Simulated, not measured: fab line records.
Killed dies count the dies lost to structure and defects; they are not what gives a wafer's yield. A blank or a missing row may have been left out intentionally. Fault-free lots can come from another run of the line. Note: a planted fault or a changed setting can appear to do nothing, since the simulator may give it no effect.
Which of the tools did it?	flow nand harc	22 lots with 66 wafers sampled at 6 steps, on a route of 1302 steps

WHAT EACH GAUGE READ, for each wafer
The record lacks any reading of a measuring or inspecting step that a usual standard deviation could be used to judge.

WHICH TOOL RAN EACH LOT (tool, then ch and the chambers of the sampled wafers, then the start)
lot	NHARC_A_CHANNEL_HOLE_D2_ETCH_44	NHARC_A_CHANNEL_HOLE_D2_STRIP_28	NHARC_A_CHANNEL_FILL_D2_ALD_14	NHARC_A_CHANNEL_FILL_D2_STRIP_29	NHARC_A_CHANNEL_FILL_D2_RTA_24	NHARC_A_STAIRCASE_ETCH_13
L074	rie diel-09 ch 0,1, day 13 07:24	rie diel-09 ch 0,1, day 13 15:40 or earlier	ald hk-04 ch 0,1,2, day 13 15:40	rie diel-11 ch 2,3, day 15 00:16	rtp anneal-02 ch 0, day 15 06:19	rie diel-01 ch 0,3, no start
L075	rie diel-08 ch 0,1, day 13 22:26	rie diel-08 ch 0,1,2, day 14 06:41 or earlier	ald hk-03 ch 0,3, day 14 06:41	rie diel-06 ch 0,2,3, day 16 01:04 or earlier	rtp anneal-01 ch 0, day 16 01:04	rie diel-03 ch 0,3, no start
L076	rie diel-04 ch 0,1, day 14 10:52	rie diel-04 ch 1,3, day 14 19:07 or earlier	ald hk-01 ch 0,3, day 14 19:07	rie diel-11 ch 0,3, day 16 11:45 or earlier	rtp anneal-02 ch 0, day 16 11:45	rie diel-07 ch 0,3, no start
L077	rie diel-08 ch 0,3, day 15 03:21	rie diel-08 ch 0,1,2, day 15 11:31 or earlier	ald hk-01 ch 0,1,3, day 15 11:31	rie diel-12 ch 0,1, day 17 06:05 or earlier	rtp anneal-02 ch 0, day 17 06:05	rie diel-03 ch 0,1,3, no start
L078	rie diel-08 ch 1,2, day 15 10:18	rie diel-08 ch 0,1,2, day 15 18:34 or earlier	ald hk-01 ch 0,1,3, day 15 18:34	rie diel-11 ch 1,2, day 17 12:10 or earlier	rtp anneal-02 ch 0, day 17 12:10	rie diel-07 ch 0,1,3, no start
L080	rie diel-08 ch 0,1,2, day 15 18:52	rie diel-08 ch 0,2, day 16 03:06 or earlier	ald hk-01 ch 1,3, day 16 03:06	rie diel-06 ch 0,1,2, day 17 21:22 or earlier	rtp anneal-02 ch 0, day 17 21:22	rie diel-01 ch 0,2, no start
L079	rie diel-09 ch 2,3, day 16 00:25	rie diel-09 ch 1,2, day 16 08:44 or earlier	ald hk-04 ch 1,3, day 16 08:44	rie diel-06 ch 0,3, day 18 02:26 or earlier	rtp anneal-02 ch 0, day 18 02:26	rie diel-01 ch 0,1,3, no start
L081	rie diel-09 ch 1,3, day 16 09:57	rie diel-09 ch 1,3, day 16 18:12 or earlier	ald hk-04 ch 2,3, day 16 18:12	rie diel-11 ch 1,2, day 18 12:11	rtp anneal-02 ch 0, day 18 18:20	rie diel-03 ch 1,2,3, no start
L082	rie diel-04 ch 2,3, day 17 00:59	rie diel-04 ch 1,2,3, day 17 09:14 or earlier	ald hk-04 ch 0,2,3, day 17 09:14	rie diel-06 ch 0,1, day 19 01:53 or earlier	rtp anneal-01 ch 0, day 19 01:53	rie diel-03 ch 1,2,3, no start
L085	rie diel-08 ch 1,2, day 18 03:23	rie diel-08 ch 1,2, day 18 11:37 or earlier	ald hk-04 ch 1,2, day 18 11:37	rie diel-11 ch 0,3, day 20 04:12 or earlier	rtp anneal-02 ch 0, day 20 04:12	rie diel-07 ch 0,2,3, no start
L084	rie diel-08 ch 0,1, day 18 06:23	rie diel-08 ch 0,1,2, day 18 15:32 or earlier	ald hk-04 ch 1,3, day 18 15:32	rie diel-06 ch 1,2, day 20 09:47 or earlier	rtp anneal-01 ch 0, day 20 09:47	rie diel-07 ch 1,2, no start
L086	rie diel-04 ch 0,2,3, day 18 10:59	rie diel-04 ch 0,2, day 18 19:39 or earlier	ald hk-03 ch 1,2,3, day 18 19:39	rie diel-06 ch 1,2,3, day 20 14:07 or earlier	rtp anneal-02 ch 0, day 20 14:07	rie diel-03 ch 0,2, no start
L087	rie diel-08 ch 0,1, day 19 01:48	rie diel-08 ch 0,1,3, day 19 10:01 or earlier	ald hk-01 ch 1,2,3, day 19 10:01	rie diel-06 ch 1,3, day 21 02:43 or earlier	rtp anneal-01 ch 0, day 21 02:43	rie diel-01 ch 0,1,2, no start
L088	rie diel-04 ch 1,2,3, day 19 02:30	rie diel-04 ch 1,2,3, day 19 10:14 or earlier	ald hk-01 ch 0,3, day 19 10:14	rie diel-11 ch 0,1, day 20 20:50	rtp anneal-02 ch 0, day 21 02:45	rie diel-07 ch 1,2, no start
L090	rie diel-08 ch 0,2,3, day 19 22:12	rie diel-08 ch 1,3, day 20 06:29 or earlier	ald hk-03 ch 0,1,2, day 20 06:29	rie diel-06 ch 0,3, day 21 23:11 or earlier	rtp anneal-01 ch 0, day 21 23:11	rie diel-07 ch 1,2,3, no start
L091	rie diel-08 ch 2,3, day 20 02:52	rie diel-08 ch 1,2,3, day 20 11:05 or earlier	ald hk-01 ch 2,3, day 20 11:05	rie diel-06 ch 1,3, day 22 10:10 or earlier	rtp anneal-01 ch 0, day 22 10:10	rie diel-01 ch 2,3, no start
L093	rie diel-08 ch 0,1, day 21 05:01	rie diel-08 ch 0,1,3, day 21 13:43 or earlier	ald hk-04 ch 0,2,3, day 21 13:43	rie diel-11 ch 1,3, day 23 06:17 or earlier	rtp anneal-02 ch 0, day 23 06:17	rie diel-07 ch 0,2, no start
L092	rie diel-08 ch 0,2, day 21 06:50	rie diel-08 ch 0,1, day 21 13:43 or earlier	ald hk-01 ch 1,2, day 21 13:43	rie diel-06 ch 0,1,3, day 23 06:08 or earlier	rtp anneal-01 ch 0, day 23 06:08	rie diel-03 ch 1,3, no start
L094	rie diel-04 ch 0,1,3, day 21 19:24	rie diel-04 ch 0,1,3, day 22 03:38 or earlier	ald hk-03 ch 0,1,3, day 22 03:38	rie diel-11 ch 1,2,3, day 23 19:57 or earlier	rtp anneal-01 ch 0, day 23 19:57	rie diel-07 ch 1,2,3, no start
L095	rie diel-08 ch 1,2,3, day 22 02:56	rie diel-08 ch 0,2,3, day 22 11:10 or earlier	ald hk-04 ch 2,3, day 22 11:10	rie diel-06 ch 1,2,3, day 24 03:56 or earlier	rtp anneal-01 ch 0, day 24 03:56	rie diel-03 ch 0,1, no start
L096	rie diel-08 ch 0,3, day 22 18:26	rie diel-08 ch 0,1,3, day 23 03:28 or earlier	ald hk-04 ch 1,2, day 23 03:28	rie diel-11 ch 0,2,3, day 24 21:26	rtp anneal-02 ch 0, day 25 03:28	rie diel-03 ch 0,1,3, no start
L097	rie diel-08 ch 0,1,3, day 23 08:02	rie diel-08 ch 0,1, day 23 15:55 or earlier	ald hk-03 ch 0,1,2, day 23 15:55	rie diel-11 ch 0,1,3, day 25 14:11 or earlier	rtp anneal-02 ch 0, day 25 14:11	rie diel-01 ch 1,2, no start
- NHARC_A_CHANNEL_HOLE_D2_ETCH_44: etches the open film in CF4/O2, target depth 140 nm, overetch 14 nm, time 77 s.
- NHARC_A_CHANNEL_HOLE_D2_STRIP_28: strips in O2.
- NHARC_A_CHANNEL_FILL_D2_ALD_14: deposits SiO2, target thk 2.5 nm, pulse time 10 s, ald cycles 25.
- NHARC_A_CHANNEL_FILL_D2_STRIP_29: strips in O2, time 20 s.
- NHARC_A_CHANNEL_FILL_D2_RTA_24: time 5 s.
- NHARC_A_STAIRCASE_ETCH_13: etches the open film in C4F8/O2, target depth 100 nm, time 40.5 s.

WHAT THE TOOLS THEMSELVES READ (means of the sampled wafers that have a number; where no wafer has one, the mark that the record gives instead)
NHARC_A_CHANNEL_HOLE_D2_ETCH_44.
lot	tool	bias w (W)	drypump motor current A (A)	oes_ar_750_au (a.u.)	oes product au (a.u.)	rf vpp V (V)	showerhead plenum p Torr (Torr)	throttle valve pct (%)
L074	rie diel-09	99.8	5.7	0.999	0.993	197.0	1.27	13.400
L075	rie diel-08	100.1	5.2	1.000	1.017	198.0	1.31	13.398
L076	rie diel-04	100.1	5.9	1.000	1.007	196.9	1.32	13.404
L077	rie diel-08	99.7	5.6	1.002	1.006	196.4	1.33	13.402
L078	rie diel-08	100.4	5.2	1.001	1.017	197.3	1.30	13.397
L080	rie diel-08	100.2	5.4	0.996	1.007	197.6	1.29	13.390
L079	rie diel-09	99.6	6.2	1.001	0.995	197.9	1.34	13.382
L081	rie diel-09	100.0	6.5	1.000	0.994	197.1	1.32	13.398
L082	rie diel-04	99.9	5.3	1.002	0.994	197.5	1.34	13.401
L085	rie diel-08	100.1	5.2	0.999	1.005	197.0	1.30	13.393
L084	rie diel-08	99.8	5.2	1.000	0.994	197.6	1.31	13.400
L086	rie diel-04	99.7	5.7	0.996	0.994	198.4	1.36	13.415
L087	rie diel-08	100.0	5.2	1.000	1.001	197.0	1.30	13.402
L088	rie diel-04	99.9	5.5	1.001	0.986	198.3	1.33	13.399
L090	rie diel-08	99.9	5.6	0.998	1.003	197.3	1.31	13.401
L091	rie diel-08	99.8	5.6	1.001	1.013	197.4	1.30	13.399
L093	rie diel-08	99.8	5.4	1.004	0.996	197.3	1.30	13.400
L092	rie diel-08	99.9	5.6	0.999	1.002	197.2	1.28	13.393
L094	rie diel-04	99.9	5.6	0.996	0.988	198.2	1.33	13.400
L095	rie diel-08	100.2	5.4	1.001	1.023	197.3	1.32	13.398
L096	rie diel-08	100.0	5.6	1.001	0.992	197.9	1.32	13.396
L097	rie diel-08	100.0	5.4	1.002	1.004	197.6	1.33	13.395

NHARC_A_CHANNEL_HOLE_D2_STRIP_28.
lot	tool	drypump motor current A (A)	oes product au (a.u.)	rf vpp V (V)	showerhead plenum p Torr (Torr)	throttle valve pct (%)
L074	rie diel-09	5.7	0.993	56.6	3.37	17.039
L075	rie diel-08	5.4	1.010	57.7	3.42	17.039
L076	rie diel-04	5.3	0.991	57.6	3.48	17.040
L077	rie diel-08	5.4	1.017	57.9	3.42	17.029
L078	rie diel-08	5.4	1.010	57.7	3.42	17.028
L080	rie diel-08	5.6	1.005	57.1	3.40	17.039
L079	rie diel-09	5.5	1.005	56.8	3.34	17.036
L081	rie diel-09	6.5	1.001	57.0	3.48	17.039
L082	rie diel-04	5.5	1.008	57.5	3.53	17.041
L085	rie diel-08	5.3	1.009	57.2	3.39	17.035
L084	rie diel-08	5.4	1.005	57.3	3.41	17.038
L086	rie diel-04	6.0	1.006	57.7	3.64	17.044
L087	rie diel-08	5.4	1.000	58.1	3.53	17.034
L088	rie diel-04	5.5	1.003	57.7	3.53	17.037
L090	rie diel-08	5.5	1.008	57.9	3.61	17.045
L091	rie diel-08	5.4	1.011	57.9	3.50	17.034
L093	rie diel-08	5.4	1.005	57.8	3.53	17.038
L092	rie diel-08	5.4	1.006	58.0	3.44	17.036
L094	rie diel-04	5.7	0.995	57.8	3.51	17.036
L095	rie diel-08	5.6	1.007	57.6	3.48	17.038
L096	rie diel-08	5.4	1.004	57.0	3.52	17.033
L097	rie diel-08	5.2	0.998	57.2	3.45	17.033

NHARC_A_CHANNEL_FILL_D2_ALD_14.
lot	tool	heater power w (W)	precursor pulse height rel
L074	ald hk-04	474	1.008
L075	ald hk-03	481	1.015
L076	ald hk-01	369	1.001
L077	ald hk-01	388	0.976
L078	ald hk-01	397	1.014
L080	ald hk-01	372	1.000
L079	ald hk-04	464	0.999
L081	ald hk-04	459	1.008
L082	ald hk-04	479	1.006
L085	ald hk-04	454	1.016
L084	ald hk-04	472	0.991
L086	ald hk-03	480	0.995
L087	ald hk-01	415	0.997
L088	ald hk-01	386	1.032
L090	ald hk-03	485	0.997
L091	ald hk-01	385	0.991
L093	ald hk-04	491	1.006
L092	ald hk-01	447	0.995
L094	ald hk-03	457	0.976
L095	ald hk-04	461	0.993
L096	ald hk-04	453	1.008
L097	ald hk-03	477	1.016

NHARC_A_CHANNEL_FILL_D2_STRIP_29.
lot	tool	drypump motor current A (A)	oes product au (a.u.)	rf vpp V (V)	showerhead plenum p Torr (Torr)	throttle valve pct (%)
L074	rie diel-11	5.9	0.999	58.9	3.41	17.038
L075	rie diel-06	5.6	1.006	57.3	3.45	17.033
L076	rie diel-11	5.9	1.002	57.0	3.44	17.033
L077	rie diel-12	5.5	0.997	57.9	3.69	17.037
L078	rie diel-11	5.6	0.994	58.0	3.48	17.035
L080	rie diel-06	5.4	1.002	58.1	3.38	17.040
L079	rie diel-06	5.6	1.021	57.3	3.59	17.032
L081	rie diel-11	5.6	0.999	58.4	3.48	17.034
L082	rie diel-06	5.3	0.996	57.2	3.45	17.030
L085	rie diel-11	5.9	0.995	57.3	3.44	17.032
L084	rie diel-06	5.4	0.998	57.2	3.38	17.045
L086	rie diel-06	5.4	0.996	58.0	3.52	17.029
L087	rie diel-06	5.4	0.994	58.0	3.66	17.039
L088	rie diel-11	6.2	0.998	58.0	3.65	17.037
L090	rie diel-06	5.6	1.010	57.8	3.45	17.025
L091	rie diel-06	5.4	1.005	57.4	3.66	17.038
L093	rie diel-11	6.3	0.991	57.5	3.54	17.034
L092	rie diel-06	5.4	1.000	57.9	3.52	17.039
L094	rie diel-11	6.0	0.987	57.4	3.51	17.035
L095	rie diel-06	5.5	1.004	57.9	3.52	17.036
L096	rie diel-11	5.7	0.993	57.9	3.40	17.028
L097	rie diel-11	6.1	0.987	57.9	3.54	17.040

NHARC_A_CHANNEL_FILL_D2_RTA_24.
lot	tool	lamp power pct (%)	lamp_zone_4_pct (%)	lamp_zone_6_pct (%)	wafer_temp_C_max
L074	rtp anneal-02	36.7	36.7	36.6	1006.7
L075	rtp anneal-01	31.0	31.0	30.9	1008.3
L076	rtp anneal-02	36.7	36.7	36.6	1006.0
L077	rtp anneal-02	36.7	36.8	36.6	1006.0
L078	rtp anneal-02	36.7	36.7	36.6	1004.8
L080	rtp anneal-02	36.7	36.7	36.6	1006.1
L079	rtp anneal-02	36.7	36.7	36.6	1005.7
L081	rtp anneal-02	36.8	36.7	36.7	1005.5
L082	rtp anneal-01	31.0	31.0	30.9	1008.1
L085	rtp anneal-02	36.7	36.7	36.7	1005.5
L084	rtp anneal-01	31.0	31.0	30.9	1006.8
L086	rtp anneal-02	36.7	36.7	36.6	1005.7
L087	rtp anneal-01	31.0	31.0	31.0	1006.6
L088	rtp anneal-02	36.7	36.7	36.7	1004.8
L090	rtp anneal-01	31.0	31.0	31.0	1007.3
L091	rtp anneal-01	31.0	31.0	30.9	1006.9
L093	rtp anneal-02	36.7	36.7	36.7	1004.9
L092	rtp anneal-01	31.0	31.0	30.9	1006.9
L094	rtp anneal-01	31.0	31.0	30.9	1008.4
L095	rtp anneal-01	31.0	31.0	30.9	1007.1
L096	rtp anneal-02	36.7	36.8	36.7	1004.9
L097	rtp anneal-02	36.7	36.7	36.6	1005.5

NHARC_A_STAIRCASE_ETCH_13.
lot	tool	bias w (W)	oes product au (a.u.)	rf vpp V (V)
L074	rie diel-01	1000.8	0.948	900
L075	rie diel-03	1000.3	0.936	894
L076	rie diel-07	1001.9	0.951	904
L077	rie diel-03	1000.8	0.950	896
L078	rie diel-07	1000.0	0.949	899
L080	rie diel-01	997.5	0.944	893
L079	rie diel-01	997.7	0.953	896
L081	rie diel-03	999.5	0.957	894
L082	rie diel-03	1000.8	0.935	894
L085	rie diel-07	997.4	0.944	902
L084	rie diel-07	997.5	0.961	895
L086	rie diel-03	1004.2	0.928	902
L087	rie diel-01	1000.5	0.942	895
L088	rie diel-07	1000.0	0.932	896
L090	rie diel-07	1000.1	0.936	896
L091	rie diel-01	1000.7	0.959	888
L093	rie diel-07	999.0	0.941	901
L092	rie diel-03	997.6	0.959	896
L094	rie diel-07	998.6	0.960	896
L095	rie diel-03	1003.7	0.942	895
L096	rie diel-03	1000.7	0.964	895
L097	rie diel-01	1001.3	0.924	902

THE ANSWER, worked out from the rows above alone
Rule: the lots themselves supply what counts as usual. Put in order of their means at a reading, lots are off if they are a third of the lots or fewer, leave a main group of 4 or more, and stand apart from it by a gap of 3 or more times the standard deviation of the main group's means; of several such gaps the widest counts. The tables above print the reading to a certain number of digits; a main group whose means all agree to those digits is not used. A lot without any number at a reading at which 4 lots or more have one is off too. Where the step has rows for the other lots, those lots are counted as sound. After the gauges, taken in route order, come the tools' own readings; for these a lot's mean is taken, as printed above. At the first step where some lot is off, the reading lying furthest off is the one used; lots without a number count as furthest.
None of the lots is off at any reading shown; this tells nothing.

WHAT THE SIMULATOR HAD INSERTED
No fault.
